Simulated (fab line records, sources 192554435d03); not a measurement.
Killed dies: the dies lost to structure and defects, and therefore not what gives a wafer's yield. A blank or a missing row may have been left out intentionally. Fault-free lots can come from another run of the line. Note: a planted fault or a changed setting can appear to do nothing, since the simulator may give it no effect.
Matching of chambers    flow n5_finfet    rie_diel-02 running N5_DUMMY_GATE_DESCUM_20: 4 sister chambers
The step chemistry O2, time 6.2 s. 27 wafers are shown with their chamber, then 12 later ones without.

== EACH WAFER AND ITS CHAMBER ==
wafer   chamber  drypump_motor_current_A (A)  showerhead_plenum_p_Torr (Torr)  throttle_valve_pct (%)
L074.2  2        6.0                          2.06                             20.40
L074.5  1        5.6                          2.02                             20.63
L074.6  3        5.9                          2.02                             20.32
L075.2  1        5.6                          2.02                             20.65
L075.3  3        5.9                          2.02                             20.33
L075.4  0        4.8                          2.16                             20.75
L077.1  2        6.1                          2.05                             20.42
L077.2  1        5.6                          2.02                             20.66
L077.5  0        4.8                          2.16                             20.76
L078.1  0        4.8                          2.16                             20.76
L078.3  1        5.6                          2.02                             20.64
L078.5  2        6.0                          2.05                             20.41
L081.1  1        5.6                          2.02                             20.67
L081.3  3        5.9                          2.01                             20.37
L081.6  2        6.1                          2.05                             20.44
L082.1  2        6.1                          2.05                             20.42
L082.3  1        5.6                          2.02                             20.68
L082.4  2        6.1                          2.05                             20.42
L083.1  2        6.1                          2.05                             20.43
L083.4  0        4.8                          2.16                             20.77
L083.6  3        5.9                          2.01                             20.36
L085.2  3        5.9                          2.01                             20.36
L085.3  2        6.1                          2.05                             20.42
L085.6  2        6.1                          2.05                             20.44
L086.1  1        5.6                          2.01                             20.69
L086.4  3        5.9                          2.01                             20.37
L086.6  3        5.9                          2.01                             20.37

SIGNATURES (averages over the wafers above)
reading                   chamber 0  chamber 1  chamber 2  chamber 3  scatter within a chamber
drypump_motor_current_A   4.800      5.600      6.078      5.900      0.026
showerhead_plenum_p_Torr  2.1600     2.0186     2.0511     2.0129     0.00372
throttle_valve_pct        20.7600    20.6600    20.4222    20.3543    0.0174
Rule: a wafer's distance from a chamber is the root of the sum, over the readings, of the square of ((its reading less the chamber's mean) divided by the reading's scatter). If the next closest chamber is less than 2 further off than the closest, the wafer can't be placed; otherwise it belongs to the closest. The scatter: take each reading less its chamber's mean, square it, sum over the shown wafers, divide by the number of wafers less the number of chambers, and take the root.

== WAFERS MISSING THEIR CHAMBER ==
wafer   drypump_motor_current_A (A)  showerhead_plenum_p_Torr (Torr)  throttle_valve_pct (%)
L088.2  5.6                          2.01                             20.68
L088.4  4.8                          2.16                             20.79
L088.5  4.8                          2.16                             20.80
L092.1  5.6                          2.01                             20.70
L092.2  4.8                          2.15                             20.79
L092.5  4.8                          2.15                             20.79
L093.1  5.6                          2.01                             20.69
L093.3  6.1                          2.04                             20.46
L093.5  5.6                          2.01                             20.69
L094.1  5.9                          2.00                             20.40
L094.4  5.6                          2.01                             20.71
L094.5  6.1                          2.04                             20.48

== WHICH CHAMBER EACH ONE RAN IN ==
wafer   from the rows above  in truth
L088.2  1                    1
L088.4  0                    0
L088.5  0                    0
L092.1  1                    1
L092.2  0                    0
L092.5  0                    0
L093.1  1                    1
L093.3  2                    2
L093.5  1                    1
L094.1  3                    3
L094.4  1                    1
L094.5  2                    2
12 of 12 placed correctly. Left unplaced by these rows: 0. Wrongly placed: 0.
